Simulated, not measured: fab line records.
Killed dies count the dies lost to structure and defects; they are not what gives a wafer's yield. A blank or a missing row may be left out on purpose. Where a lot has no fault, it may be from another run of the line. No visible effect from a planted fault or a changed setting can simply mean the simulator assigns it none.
fab line records + flow n5_finfet
record
- lots=10
- wafers=29
- last_day=17
route steps=1938 shown BEOL_M4@1023 PASSIVATION@1936
lots that met no fault: from a run of the same line without faults
start_h: hours from the record's first day to the start of the lot's first wafer shown + wait_h: hours from the lot's prior step to this one + " repeats the value in the row above + L1.1+2: several wafers, shown together as one row + - no value present, or no start provided + * or withheld: withheld + < > ~ a bound
route shown NAME@n: a module of which the file shows steps, and the number in the route of the first + usual: mean/standard deviation of fault-free wafers + same: alike in all rows + chamber/n: place in a boat + sites: the reading at each site + _std_site: standard deviation of those values + _edge_site: the outer-site mean with the inner-site mean subtracted + radius_mm: for every site, how far away it sits from the centre of the wafer + mask NAME#n: copy n + behind: the most recent tool/chamber to have shaped the wafer + hold: cause of the lot's hold/its duration in hours/its outcome + device: transistor that didn't switch, given as n, p or np + end of line: the tests these same wafers got at the end of their route + where a step has no rows: the recipe by itself + killed: count of dies lost to structure and defects at first sort (not the wafer's yield) + map: a wafer's dies, x killed, . not, _ none there
set.NAME: the setting the step ran with; set.NAME@STEP: the setting that earlier step ran with + model.NAME: the simulator's own value behind a step, which no gauge read
a sample of lots followed through the steps of the route, with each step as a table and each wafer as a row
services: when a tool's chamber went out of use (start_h, in hours from the record's first day, below 0 if earlier), for how many hours, and the reason
## steps
# step N5_BEOL_M4_PECVD_72
# recipe
- material=SiO2
- target_thk_a=160
- temp_c=400
- precursor=TEOS/O2
- pressure_torr=5.5
- rf_w=450
- teos_flow_sccm=53.8
- gas=O2
- flow_sccm=3000
- time_s=18
# usual
- heater_power_w=724/110
- showerhead_plenum_p_Torr=8.79/0.071
- showerhead_vpp_V=1348/65
- throttle_valve_pct=22.1/1.5
| lot.wafer | tool     | chamber | start_h | wait_h | heater_power_w | showerhead_plenum_p_Torr | showerhead_vpp_V | throttle_valve_pct |
|-----------|----------|---------|---------|--------|----------------|--------------------------|------------------|--------------------|
| L982.1    | pecvd-04 | 0       | 163.75  | 0.0    | 714            | 8.88                     | 1356             | 22.0               |
| L982.4    | "        | 2       | "       | "      | 624            | 8.82                     | 1244             | 23.0               |
| L982.5    | "        | 1       | "       | "      | 776            | 8.82                     | 1464             | 20.4               |
| L983.3    | pecvd-04 | 0       | 171.07  | 0.0    | 782            | 8.85                     | 1332             | 21.8               |
| L983.5    | "        | 1       | "       | "      | 850            | 8.82                     | 1469             | 20.0               |
| L983.6    | "        | 0       | "       | "      | 762            | 8.87                     | 1359             | 21.8               |
| L992.3    | pecvd-04 | 1       | 225.50  | 0.1    | 846            | 8.80                     | 1467             | 20.3               |
| L992.5    | "        | 0       | "       | "      | 771            | 8.83                     | 1346             | 22.2               |
| L992.6    | "        | 1       | "       | "      | 834            | 8.78                     | 1465             | 20.4               |
| L993.5    | pecvd-04 | 1       | 231.93  | 0.1    | 779            | 8.81                     | 1451             | 20.4               |
| L993.6    | "        | 2       | "       | "      | 672            | 8.82                     | 1238             | 21.4               |
| L995.2    | pecvd-02 | 0       | 239.78  | 0.0    | 945            | 8.65                     | 1359             | 24.7               |
| L995.5    | "        | 2       | "       | "      | 519            | 8.83                     | 1282             | 20.4               |
| L995.6    | "        | 0       | "       | "      | 924            | 8.65                     | 1367             | 24.7               |
| L996.1    | pecvd-02 | 0       | 243.11  | 0.0    | 929            | 8.66                     | 1370             | 24.6               |
| L996.4    | "        | 1       | "       | "      | 646            | 8.76                     | 1330             | 24.0               |
| L996.6    | "        | 0       | "       | "      | 951            | 8.66                     | 1370             | 24.8               |
| L997.2    | pecvd-03 | 2       | 246.17  | 0.0    | 781            | 8.81                     | 1381             | 21.6               |
| L997.3    | "        | 1       | "       | "      | 702            | 8.85                     | 1381             | 22.3               |
| L997.6    | "        | 2       | "       | "      | 781            | 8.84                     | 1364             | 21.5               |
| L100.1    | pecvd-02 | 1       | 262.92  | 0.0    | 672            | 8.76                     | 1301             | 23.8               |
| L100.5    | "        | 2       | "       | "      | 545            | 8.81                     | 1280             | 20.8               |
| L100.6    | "        | 1       | "       | "      | 665            | 8.73                     | 1320             | 24.2               |
| L103.1    | pecvd-03 | 1       | 292.20  | 0.0    | 615            | 8.85                     | 1398             | 22.0               |
| L103.3    | "        | 0       | "       | "      | 725            | 8.88                     | 1320             | 21.2               |
| L103.6    | "        | 1       | "       | "      | 628            | 8.84                     | 1408             | 22.0               |
| L104.3    | pecvd-03 | 1       | 302.32  | 0.0    | 626            | 8.85                     | 1413             | 21.9               |
| L104.4    | "        | 1       | "       | "      | 609            | 8.85                     | 1397             | 22.1               |
| L104.6    | "        | 0       | "       | "      | 682            | 8.89                     | 1316             | 21.3               |
# step N5_BEOL_M4_ANNEAL_87
# recipe
- temp_c=400
- time_s=240
- ambient=vacuum
# usual
- heater_power_w=847/85
| lot.wafer | tool           | chamber | start_h | wait_h | heater_power_w |
|-----------|----------------|---------|---------|--------|----------------|
| L982.1    | pvd_sputter-01 | -       | 179.42  | 0.0    | 942            |
| L982.4    | "              | -       | "       | "      | 979            |
| L982.5    | "              | -       | "       | "      | 970            |
| L983.3    | pvd_sputter-03 | -       | 184.00  | 0.0    | 766            |
| L983.5    | "              | -       | "       | "      | 792            |
| L983.6    | "              | -       | "       | "      | 894            |
| L992.3    | pvd_sputter-02 | -       | 235.63  | 0.0    | 902            |
| L992.5    | "              | -       | "       | "      | 731            |
| L992.6    | "              | -       | "       | "      | 815            |
| L993.5    | pvd_sputter-02 | -       | 244.27  | 0.1    | 836            |
| L993.6    | "              | -       | "       | "      | 746            |
| L995.2    | pvd_sputter-03 | -       | 247.67  | 0.0    | 974            |
| L995.5    | "              | -       | "       | "      | 760            |
| L995.6    | "              | -       | "       | "      | 781            |
| L996.1    | pvd_sputter-03 | -       | 258.65  | 0.0    | 786            |
| L996.4    | "              | -       | "       | "      | 967            |
| L996.6    | "              | -       | "       | "      | 763            |
| L997.2    | pvd_sputter-02 | -       | 263.31  | 0.0    | 688            |
| L997.3    | "              | -       | "       | "      | 908            |
| L997.6    | "              | -       | "       | "      | 900            |
| L100.1    | pvd_sputter-03 | -       | 272.87  | 0.0    | 970            |
| L100.5    | "              | -       | "       | "      | 896            |
| L100.6    | "              | -       | "       | "      | 791            |
| L103.1    | pvd_sputter-03 | -       | 305.80  | 0.0    | 905            |
| L103.3    | "              | -       | "       | "      | 786            |
| L103.6    | "              | -       | "       | "      | 776            |
| L104.3    | pvd_sputter-01 | -       | 310.96  | 0.0    | 928            |
| L104.4    | "              | -       | "       | "      | 736            |
| L104.6    | "              | -       | "       | "      | 757            |
# step N5_BEOL_M4_ANNEAL_93
# recipe
- temp_c=400
- time_s=240
- ambient=vacuum
# usual
- heater_power_w=849/86
| lot.wafer | tool           | chamber | start_h | wait_h | heater_power_w |
|-----------|----------------|---------|---------|--------|----------------|
| L982.1    | pvd_sputter-01 | -       | 180.08  | 0.0    | 926            |
| L982.4    | "              | -       | "       | "      | 979            |
| L982.5    | "              | -       | "       | "      | 949            |
| L983.3    | pvd_sputter-03 | -       | 184.66  | 0.0    | 801            |
| L983.5    | "              | -       | "       | "      | 798            |
| L983.6    | "              | -       | "       | "      | 895            |
| L992.3    | pvd_sputter-02 | -       | 236.29  | 0.0    | 938            |
| L992.5    | "              | -       | "       | "      | 745            |
| L992.6    | "              | -       | "       | "      | 800            |
| L993.5    | pvd_sputter-02 | -       | 244.93  | 0.1    | 808            |
| L993.6    | "              | -       | "       | "      | 760            |
| L995.2    | pvd_sputter-03 | -       | 248.33  | 0.0    | 990            |
| L995.5    | "              | -       | "       | "      | 791            |
| L995.6    | "              | -       | "       | "      | 815            |
| L996.1    | pvd_sputter-03 | -       | 259.31  | 0.0    | 808            |
| L996.4    | "              | -       | "       | "      | 991            |
| L996.6    | "              | -       | "       | "      | 775            |
| L997.2    | pvd_sputter-02 | -       | 263.97  | 0.0    | 703            |
| L997.3    | "              | -       | "       | "      | 896            |
| L997.6    | "              | -       | "       | "      | 907            |
| L100.1    | pvd_sputter-03 | -       | 273.53  | 0.0    | 1006           |
| L100.5    | "              | -       | "       | "      | 897            |
| L100.6    | "              | -       | "       | "      | 808            |
| L103.1    | pvd_sputter-03 | -       | 306.46  | 0.0    | 886            |
| L103.3    | "              | -       | "       | "      | 788            |
| L103.6    | "              | -       | "       | "      | 802            |
| L104.3    | pvd_sputter-01 | -       | 311.62  | 0.0    | 925            |
| L104.4    | "              | -       | "       | "      | 771            |
| L104.6    | "              | -       | "       | "      | 739            |
# step N5_BEOL_M4_CMP_52
# recipe
- stop_on=SiOC
- t_overpolish_s=6.8
- down_force_psi=1
- platen_rpm=50
- clearing_platen_down_force_psi=1.5
- clearing_platen_rpm=50
- post_cmp_clean=cu_alkaline
- target_thk_nm=40
- clearing_platen_pad_velocity_m_s=0.99484
- pad_velocity_m_s=0.99484
# usual
- barrier_field_endpoint_s=24.6/0.61
- clearing_platen_rpm=49.996/0.027
- motor_current_A=6.3/0.69
| lot.wafer | tool   | chamber | start_h | wait_h | barrier_field_endpoint_s | clearing_platen_rpm | motor_current_A |
|-----------|--------|---------|---------|--------|--------------------------|---------------------|-----------------|
| L982.4    | cmp-01 | 0       | 180.93  | 0.1    | 25.4                     | 50.010              | 7.5             |
| L982.1    | "      | 1       | "       | "      | 25.8                     | 49.983              | 5.4             |
| L982.5    | "      | 1       | "       | "      | 26.3                     | 49.997              | 5.8             |
| L983.3    | cmp-02 | 0       | 185.51  | 0.2    | 24.7                     | 50.003              | 5.2             |
| L983.6    | "      | 0       | "       | "      | 24.3                     | 49.995              | 5.3             |
| L983.5    | "      | 1       | "       | "      | 25.3                     | 49.977              | 6.7             |
| L992.3    | cmp-02 | 1       | 237.79  | 0.2    | 23.9                     | 49.952              | 6.6             |
| L992.6    | "      | 0       | "       | "      | 15.8                     | 49.968              | 5.4             |
| L992.5    | "      | 1       | "       | "      | 24.1                     | 49.988              | 6.7             |
| L993.5    | cmp-01 | 0       | 245.87  | 0.2    | 24.4                     | 50.006              | 7.6             |
| L993.6    | "      | 1       | "       | "      | 15.6                     | 49.972              | 5.6             |
| L995.2    | cmp-01 | 1       | 249.31  | 0.3    | 24.5                     | 50.008              | 5.7             |
| L995.5    | "      | 2       | "       | "      | 24.0                     | 49.999              | 6.4             |
| L995.6    | "      | 3       | "       | "      | 24.5                     | 49.968              | 7.2             |
| L996.1    | cmp-03 | 0       | 260.24  | 0.3    | 23.9                     | 49.956              | 6.2             |
| L996.4    | "      | 1       | "       | "      | 24.3                     | 49.951              | 6.3             |
| L996.6    | "      | 2       | "       | "      | 24.4                     | 49.979              | 6.9             |
| L997.2    | cmp-03 | 2       | 264.83  | 0.2    | 25.4                     | 49.984              | 6.6             |
| L997.3    | "      | 0       | "       | "      | 26.3                     | 49.990              | 6.0             |
| L997.6    | "      | 2       | "       | "      | 25.6                     | 49.970              | 7.1             |
| L100.1    | cmp-01 | 2       | 275.39  | 1.3    | 24.0                     | 50.063              | 6.3             |
| L100.5    | "      | 3       | "       | "      | 24.7                     | 49.989              | 7.0             |
| L100.6    | "      | 0       | "       | "      | 24.6                     | 50.001              | 6.8             |
| L103.1    | cmp-03 | 2       | 307.70  | 0.6    | 25.3                     | 49.993              | 6.8             |
| L103.3    | "      | 1       | "       | "      | 24.4                     | 49.967              | 6.7             |
| L103.6    | "      | 3       | "       | "      | 25.0                     | 50.073              | 6.5             |
| L104.4    | cmp-01 | 2       | 312.54  | 0.2    | 24.4                     | 50.016              | 6.4             |
| L104.3    | "      | 3       | "       | "      | 24.1                     | 50.051              | 6.9             |
| L104.6    | "      | 2       | "       | "      | 24.5                     | 50.024              | 6.6             |
# step N5_BEOL_M4_THK_MEAS_53
# recipe
- thk_meas_gauge=xrf
- reads=Cu_of_BEOL_M4_ECD_50
# usual
- M4_THK=40.6/1.2
| lot.wafer | tool          | chamber | start_h | wait_h | M4_THK[nm] |
|-----------|---------------|---------|---------|--------|------------|
| L982.1    | film_metro-01 | -       | 181.23  | -      | 41.8       |
| L982.4    | "             | -       | "       | "      | 42.7       |
| L982.5    | "             | -       | "       | "      | 41.8       |
| L983.3    | film_metro-01 | -       | 185.81  | -      | 41.2       |
| L983.5    | "             | -       | "       | "      | 39.5       |
| L983.6    | "             | -       | "       | "      | 41.1       |
| L992.3    | film_metro-02 | -       | 238.05  | -      | 40.0       |
| L992.5    | "             | -       | "       | "      | 39.9       |
| L992.6    | "             | -       | "       | "      | 39.5       |
| L993.5    | film_metro-01 | -       | 246.01  | -      | 40.2       |
| L993.6    | "             | -       | "       | "      | 40.7       |
| L995.2    | film_metro-01 | -       | 249.49  | -      | 42.1       |
| L995.5    | "             | -       | "       | "      | 40.5       |
| L995.6    | "             | -       | "       | "      | 39.1       |
| L996.1    | film_metro-01 | -       | 260.47  | -      | 41.0       |
| L996.4    | "             | -       | "       | "      | 39.6       |
| L996.6    | "             | -       | "       | "      | 41.0       |
| L997.2    | film_metro-02 | -       | 265.12  | -      | 41.2       |
| L997.3    | "             | -       | "       | "      | 40.5       |
| L997.6    | "             | -       | "       | "      | 40.7       |
| L100.1    | film_metro-01 | -       | 275.57  | -      | 41.9       |
| L100.5    | "             | -       | "       | "      | 41.5       |
| L100.6    | "             | -       | "       | "      | 40.8       |
| L103.1    | film_metro-01 | -       | 308.00  | -      | 40.4       |
| L103.3    | "             | -       | "       | "      | 38.7       |
| L103.6    | "             | -       | "       | "      | 37.9       |
| L104.3    | film_metro-01 | -       | 312.84  | -      | 40.1       |
| L104.4    | "             | -       | "       | "      | 41.1       |
| L104.6    | "             | -       | "       | "      | 41.3       |
# step N5_BEOL_M4_RC_MEAS_101
# usual
- DIBL_N=36.3/1.4
- DIBL_P=36.2/1.5
- IOFF_N=0.160/0.021
- IOFF_P=0.211/0.027
- ION_N=676/7.7
- ION_P=463/5.5
- SS_N=71.4/0.57
- SS_P=73.3/0.58
- VT_N=249.3/2.5
- VT_P=-250.1/2.6
| lot.wafer | tool      | chamber | start_h | wait_h | DIBL_N[mV/V] | DIBL_P[mV/V] | IOFF_N[nA/um] | IOFF_P[nA/um] | ION_N[uA/um] | ION_P[uA/um] | SS_N[mV/dec] | SS_P[mV/dec] | VT_N[mV] | VT_P[mV] |
|-----------|-----------|---------|---------|--------|--------------|--------------|---------------|---------------|--------------|--------------|--------------|--------------|----------|----------|
| L982.1    | prober-01 | 0       | 181.54  | 0.0    | 38.2         | 38.3         | 0.174         | 0.251         | 683          | 471          | 72.4         | 73.7         | 248.6    | -245.4   |
| L982.4    | "         | 0       | "       | "      | 37.7         | 36.9         | 0.154         | 0.215         | 675          | 464          | 72.0         | 73.3         | 250.5    | -246.7   |
| L982.5    | "         | 0       | "       | "      | 39.7         | 38.2         | 0.195         | 0.248         | 675          | 465          | 72.0         | 73.9         | 248.5    | -249.7   |
| L983.3    | prober-01 | 0       | 186.48  | 0.3    | 34.7         | 35.4         | 0.147         | 0.193         | 674          | 461          | 70.8         | 72.1         | 249.7    | -250.8   |
| L983.5    | "         | 0       | "       | "      | 35.4         | 35.5         | 0.154         | 0.193         | 673          | 457          | 71.6         | 73.2         | 250.8    | -250.3   |
| L983.6    | "         | 0       | "       | "      | 35.9         | 36.0         | 0.162         | 0.212         | 676          | 463          | 71.6         | 72.9         | 249.0    | -249.7   |
| L992.3    | prober-01 | 0       | 238.67  | 0.3    | 34.4         | 35.3         | 0.131         | 0.202         | 670          | 464          | 71.1         | 72.9         | 252.5    | -251.6   |
| L992.5    | "         | 0       | "       | "      | 36.0         | 37.7         | 0.168         | 0.234         | 674          | 470          | 71.9         | 74.5         | 247.5    | -246.9   |
| L992.6    | "         | 0       | "       | "      | 35.0         | 35.8         | 0.136         | 0.205         | 660          | 456          | 71.7         | 73.6         | 252.5    | -250.2   |
| L993.5    | prober-02 | 0       | 246.94  | 0.6    | 37.8         | 38.2         | 0.174         | 0.200         | 682          | 460          | 71.9         | 74.3         | 248.3    | -251.7   |
| L993.6    | "         | 0       | "       | "      | 36.2         | 35.8         | 0.149         | 0.172         | 663          | 446          | 71.4         | 72.8         | 252.0    | -255.1   |
| L995.2    | prober-01 | 0       | 249.96  | 0.2    | 36.1         | 35.9         | 0.178         | 0.230         | 679          | 475          | 72.0         | 74.0         | 245.3    | -247.7   |
| L995.5    | "         | 0       | "       | "      | 36.5         | 35.2         | 0.171         | 0.226         | 679          | 467          | 71.3         | 73.6         | 245.6    | -244.8   |
| L995.6    | "         | 0       | "       | "      | 36.4         | 35.9         | 0.180         | 0.238         | 681          | 464          | 71.5         | 73.9         | 246.9    | -247.4   |
| L996.1    | prober-02 | 0       | 260.78  | 0.0    | 35.1         | 33.8         | 0.132         | 0.212         | 677          | 465          | 70.5         | 72.9         | 249.9    | -245.2   |
| L996.4    | "         | 0       | "       | "      | 38.3         | 38.1         | 0.192         | 0.283         | 686          | 475          | 72.5         | 73.9         | 246.7    | -245.0   |
| L996.6    | "         | 0       | "       | "      | 39.6         | 38.9         | 0.220         | 0.301         | 697          | 480          | 72.0         | 74.3         | 242.6    | -244.7   |
| L997.2    | prober-01 | 0       | 265.59  | 0.2    | 38.8         | 38.3         | 0.210         | 0.260         | 679          | 466          | 71.5         | 73.9         | 245.5    | -248.1   |
| L997.3    | "         | 0       | "       | "      | 36.8         | 36.7         | 0.172         | 0.236         | 685          | 462          | 71.6         | 73.6         | 248.6    | -248.9   |
| L997.6    | "         | 0       | "       | "      | 35.9         | 34.8         | 0.150         | 0.195         | 666          | 452          | 71.4         | 73.1         | 250.7    | -251.8   |
| L100.1    | prober-02 | 0       | 276.11  | 0.0    | 35.1         | 33.6         | 0.140         | 0.178         | 667          | 459          | 70.2         | 72.8         | 251.3    | -250.3   |
| L100.5    | "         | 0       | "       | "      | 35.0         | 34.5         | 0.153         | 0.185         | 680          | 460          | 71.4         | 73.0         | 246.7    | -255.1   |
| L100.6    | "         | 0       | "       | "      | 34.2         | 33.2         | 0.135         | 0.174         | 668          | 455          | 70.4         | 72.7         | 249.4    | -253.7   |
| L103.1    | prober-01 | 0       | 308.31  | 0.0    | 36.9         | 37.2         | 0.179         | 0.233         | 680          | 468          | 71.7         | 73.4         | 249.0    | -246.6   |
| L103.3    | "         | 0       | "       | "      | 36.1         | 36.4         | 0.162         | 0.231         | 683          | 469          | 71.4         | 74.0         | 249.9    | -250.1   |
| L103.6    | "         | 0       | "       | "      | 37.2         | 37.9         | 0.189         | 0.242         | 687          | 471          | 72.7         | 74.3         | 247.6    | -248.8   |
| L104.3    | prober-01 | 0       | 313.48  | 0.3    | 36.2         | 36.6         | 0.155         | 0.221         | 673          | 465          | 71.6         | 74.1         | 250.7    | -249.9   |
| L104.4    | "         | 0       | "       | "      | 35.2         | 34.4         | 0.125         | 0.181         | 660          | 451          | 70.8         | 73.0         | 253.3    | -250.6   |
| L104.6    | "         | 0       | "       | "      | 37.5         | 37.0         | 0.157         | 0.228         | 673          | 460          | 71.8         | 74.3         | 250.6    | -249.8   |
# step N5_PASSIVATION_PROBE_49
# usual
- defect_limited_yield=91.3/1.4
- killed_at_M0_to_M3=34/10
- killed_at_M4_up=13/4.8
- killed_at_contacts=12/6.1
- killed_at_front_end=40/11
- killed_at_other=3.7/2.8
- killed_dies=103/16
- killed_on_rim=13/3.6
- killed_open=67/12
- killed_short=34/7.4
- sort_bin_5_function=5.1/0.95
- sort_bin_6_memory=3.2/0.62
- sort_n_pass=1077/16
- sort_yield_pct=91.3/1.4
# same
- gross_dies=1180
- killed_at_back_side=0
- sort_bin_4_leakage[%]=0
- sort_bin_8_speed[%]=0
| lot.wafer | tool      | chamber | start_h | wait_h | defect_limited_yield[%] | killed_at_M0_to_M3 | killed_at_M4_up | killed_at_contacts | killed_at_front_end | killed_at_other | killed_dies | killed_on_rim | killed_open | killed_short | sort_bin_5_function[%] | sort_bin_6_memory[%] | sort_n_pass | sort_yield_pct[%] |
|-----------|-----------|---------|---------|--------|-------------------------|--------------------|-----------------|--------------------|---------------------|-----------------|-------------|---------------|-------------|--------------|------------------------|----------------------|-------------|-------------------|
| L996.1    | prober-01 | -       | 368.62  | 0.0    | 90.1                    | 20                 | 5               | 11                 | 76                  | 5               | 117         | 16            | 85          | 28           | 5.9                    | 3.6                  | 1063        | 90.1              |
| L996.6    | prober-01 | -       | 368.87  | 0.3    | 92.1                    | 13                 | 10              | 12                 | 46                  | 12              | 93          | 9             | 64          | 27           | 4.6                    | 3.2                  | 1087        | 92.1              |
# killed by level:class
L996.1 FIN_SAQP:geometric_particle:open=35 STI_FIN_REVEAL:geometric_particle:open=17 FIN_SAQP:geometric_particle:short=11 MOL_CONTACT_COAG:geometric_particle:open=6 BEOL_M2:geometric_particle:open=5 MOL_CONTACT_COAG:geometric_particle:short=4 BEOL_M0_SAQP:geometric_particle:open=4 STARTING-WAFER:geometric_particle:open=4
L996.6 FIN_SAQP:geometric_particle:open=13 STI_FIN_REVEAL:geometric_particle:open=12 MOL_CONTACT_COAG:geometric_particle:open=8 FIN_SAQP:geometric_particle:short=7 MIM_BOT:geometric_particle:open=4 MOL_CONTACT_COAG:geometric_particle:short=4 BEOL_M1:geometric_particle:open=3 BEOL_M2:geometric_particle:open=3
## services
| tool           | chamber | start_h | hours | kind   |
|----------------|---------|---------|-------|--------|
| cmp-01         | -       | 140.30  | 2.7   | repair |
| cmp-03         | -       | 148.96  | 0.9   | repair |
| pvd_sputter-02 | -       | 153.37  | 1.0   | repair |
| cmp-01         | -       | 157.30  | 1.3   | repair |
| pvd_sputter-03 | -       | 169.70  | 3.3   | repair |
| pecvd-02       | -       | 189.03  | 6.0   | pm     |
| cmp-03         | -       | 193.33  | 4.0   | pm     |
| cmp-03         | -       | 197.70  | 1.8   | repair |
| pecvd-03       | 0       | 199.89  | 3.5   | repair |
| cmp-03         | -       | 200.88  | 9.4   | pm     |
| cmp-03         | -       | 214.96  | 4.3   | pm     |
| cmp-03         | -       | 223.26  | 2.5   | repair |
| cmp-02         | -       | 230.48  | 1.0   | repair |
| cmp-01         | -       | 240.96  | 2.3   | repair |
| cmp-01         | -       | 251.52  | 6.1   | repair |
| pecvd-03       | -       | 268.76  | 0.7   | repair |
| pecvd-03       | -       | 270.53  | 0.7   | repair |
| pecvd-03       | 2       | 273.06  | 3.7   | repair |
| pecvd-02       | 2       | 273.24  | 6.8   | repair |
| cmp-03         | -       | 281.72  | 1.9   | repair |
| cmp-03         | -       | 285.20  | 0.5   | repair |
| cmp-01         | -       | 288.57  | 4.0   | pm     |
| pvd_sputter-01 | -       | 300.26  | 1.2   | repair |
| pecvd-03       | -       | 307.08  | 2.8   | pm     |
## key
first_sign
- step=N5_BEOL_M4_CMP_52
- reading=barrier_field_endpoint_s
- direction=down
- sigmas=14
- usual=24.6
- struck=15.7
effect none on later readings
met_at N5_BEOL_M4_PECVD_72
struck_lots L992,L993
struck_wafers L992.6,L993.6
not_acting_at N5_BEOL_M4_ANNEAL_87,N5_BEOL_M4_ANNEAL_93,N5_BEOL_M4_THK_MEAS_53
onset_between 171.07 225.50
fault
- kind=process_parameter_drift
- tool=pecvd-04
- chamber=-
- onset_h=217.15
- steps=N5_BEOL_M4_PECVD_72
- channel=time_s
- offset=*
- shape=step
- end_h=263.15
- scope=struck_wafers_only
- acts_in=*
- stated=*
